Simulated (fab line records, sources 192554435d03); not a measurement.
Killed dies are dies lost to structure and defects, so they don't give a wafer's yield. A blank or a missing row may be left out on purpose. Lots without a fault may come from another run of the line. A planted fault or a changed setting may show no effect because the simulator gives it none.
Chamber matching | flow n5_finfet | N5_BEOL_M9_CMP_52 on cmp-02: 4 sister chambers
The step polishes, stops on SiCOH lowk, t overpolish 7 s, target thk 140 nm. 8 wafers are shown with their chamber, then 8 later ones without.

WAFERS WITH THEIR CHAMBER
wafer  | chamber | time_to_endpoint_s (s) | barrier_field_endpoint_s (s)
L075.3 | 2       | 67                     | 29.5
L079.1 | 3       | 62                     | 29.0
L079.2 | 2       | 66                     | 29.1
L079.3 | 1       | 64                     | 29.1
L080.2 | 0       | 62                     | 27.4
L080.5 | 3       | 67                     | 28.7
L080.6 | 0       | 62                     | 27.6
L082.2 | 1       | 70                     | 29.0

WAFERS WITHOUT THEIR CHAMBER
wafer  | time_to_endpoint_s (s) | barrier_field_endpoint_s (s)
L082.3 | 65                     | 29.0
L082.5 | 73                     | 30.8
L091.1 | 72                     | 29.9
L091.5 | 65                     | 28.9
L091.6 | 69                     | 29.8
L095.1 | 59                     | 28.5
L095.3 | 68                     | 29.1
L095.4 | 67                     | 29.7

WHICH CHAMBER EACH WENT THROUGH
wafer  | from the rows above          | in truth
L082.3 | can't be placed: 1 or 3 or 2 | 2
L082.5 | can't be placed: 2 or 1      | 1
L091.1 | can't be placed: 2 or 1      | 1
L091.5 | can't be placed: 3 or 1 or 2 | 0
L091.6 | can't be placed: 2 or 1      | 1
L095.1 | can't be placed: 3 or 1      | 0
L095.3 | can't be placed: 1 or 2 or 3 | 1
L095.4 | can't be placed: 2 or 1      | 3
Placed correctly: 0 of 8. Can't be placed from these rows: 8 (the true chamber is among the candidates in 5). Placed wrongly: 0.
How it was worked out, from the rows above alone: a wafer's distance from a chamber is the root of the sum, over the readings, of the square of ((its reading less the chamber's mean) divided by the reading's scatter). The wafer belongs to the nearest chamber; if the next one is less than 2 further off, it can't be placed. A chamber's mean is the mean of its shown wafers. The scatter: the root of (the sum of the squares of (reading less its chamber's mean) over the shown wafers, divided by (wafers less chambers)).
